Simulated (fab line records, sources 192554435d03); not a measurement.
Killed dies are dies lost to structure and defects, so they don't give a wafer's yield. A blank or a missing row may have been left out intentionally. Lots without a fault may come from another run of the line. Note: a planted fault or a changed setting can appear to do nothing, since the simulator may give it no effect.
8D (eight disciplines) problem report, filled in by code | flow n5_finfet | the parts of the form that need people (team, actions taken, sign-off) are left out

## 1. THE PROBLEM
Wafers without a fault read 69.0 s, standard deviation 1.7; etch_rf_on_time_s at N5_FIN_SAQP_HM_OPEN_33 reads a mean of 47.6 s on 2 wafers belonging to 2 lots. Measured from the usual mean, that is -13 standard deviations.
The step: chemistry CH3F/O2, target SiNx, target depth 49.4 nm, time 70.6 s.
First observed at day 6 07:50: wafer L633.1, on rie_diel-02. Wafers with a number at this step in the record: 26, from 9 lots. The rule behind "out" and "out of limits": a value lying over 4 standard deviations away from the usual mean. Any other wafer with a number is counted as sound.

## 2. WHAT IT IS, WHAT IT ISN'T
question                    | is                | is not
which readings at this step | etch_rf_on_time_s | CH3F_flow_sccm, O2_flow_sccm, drypump_motor_current_A, rf_vpp_V, showerhead_plenum_p_Torr, throttle_valve_pct
which lots                  | L633, L634        | L616, L617, L619, L623, L626, L627, L632
which wafers of those lots  | L633.1, L634.4    | L633.2, L633.6, L634.5, L634.6
read on which tools         | rie_diel-02       | rie_diel-03, rie_diel-04
when                        | from day 6 07:50  | up to then (22 sound wafers); but 2 sound wafers of L634 came after

## 3. WHAT RULES OUT EACH SUSPECT
Counting: a tool at a process step up to the reading stays a suspect if it ran every lot that is out. Sound lots after the first of them don't rule it out here, since some wafers of a struck lot are sound.
- rie_si-03 at N5_FIN_SAQP_MANDREL2_REMOVE_60 (chemistry HBr/Cl2/O2, target a-Si, stops on SiNx, bt time 10 s): kept. It processed each lot that is out (first: L633, day 6 07:40); up to then, its last sound lot is L623 (day 3 22:05).
- rie_diel-02 at N5_FIN_SAQP_HM_OPEN_33 (chemistry CH3F/O2, target SiNx, target depth 49.4 nm, time 70.6 s): kept. It processed each lot that is out (first: L633, day 6 07:50); up to then, its last sound lot is L632 (day 6 01:55). Its own readings are out on those wafers: etch_rf_on_time_s.
- Within rie_si-03 at N5_FIN_SAQP_MANDREL2_REMOVE_60: the wafers that are out ran in chambers 1, 2; their sound lot-mates ran in chambers 0, 3.
Left after counting: rie_si-03 at N5_FIN_SAQP_MANDREL2_REMOVE_60, rie_diel-02 at N5_FIN_SAQP_HM_OPEN_33.

## 4. THE CAUSE (what the simulator had put in)
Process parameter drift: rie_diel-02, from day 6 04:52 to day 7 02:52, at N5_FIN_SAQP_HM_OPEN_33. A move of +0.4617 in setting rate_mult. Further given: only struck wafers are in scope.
Of the 2 suspects that counting leaves, this tool is one.

## 5. THE EFFECT CHAIN, in route order
Rows list readings where the struck wafers' mean (over those with a number) sits beyond 3 standard deviations from the usual. Only readings whose record carries a usual standard deviation are examined. hours: median over the lots of the time between each lot's start at the first step of this table that gives one and its start at this step. sigmas: the change, counted in usual standard deviations.
hours | step                   | reading           | usual  | on struck wafers | change | sigmas
0     | N5_FIN_SAQP_HM_OPEN_33 | etch_rf_on_time_s | 69.0 s | 47.6             | -21.4  | -13
Its process steps:
- N5_FIN_SAQP_HM_OPEN_33: chemistry CH3F/O2, target SiNx, target depth 49.4 nm, time 70.6 s.
Later steps that measure or inspect, where all struck wafers having a row at the step show a number for every such reading and not one has moved that far: N5_BEOL_M4_RC_MEAS_101.

## 6. HOW IT WOULD HAVE BEEN CAUGHT EARLIER
3 hours passed between the start of the fault at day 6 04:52 and the first reading out of limits in this record, taken at day 6 07:50.
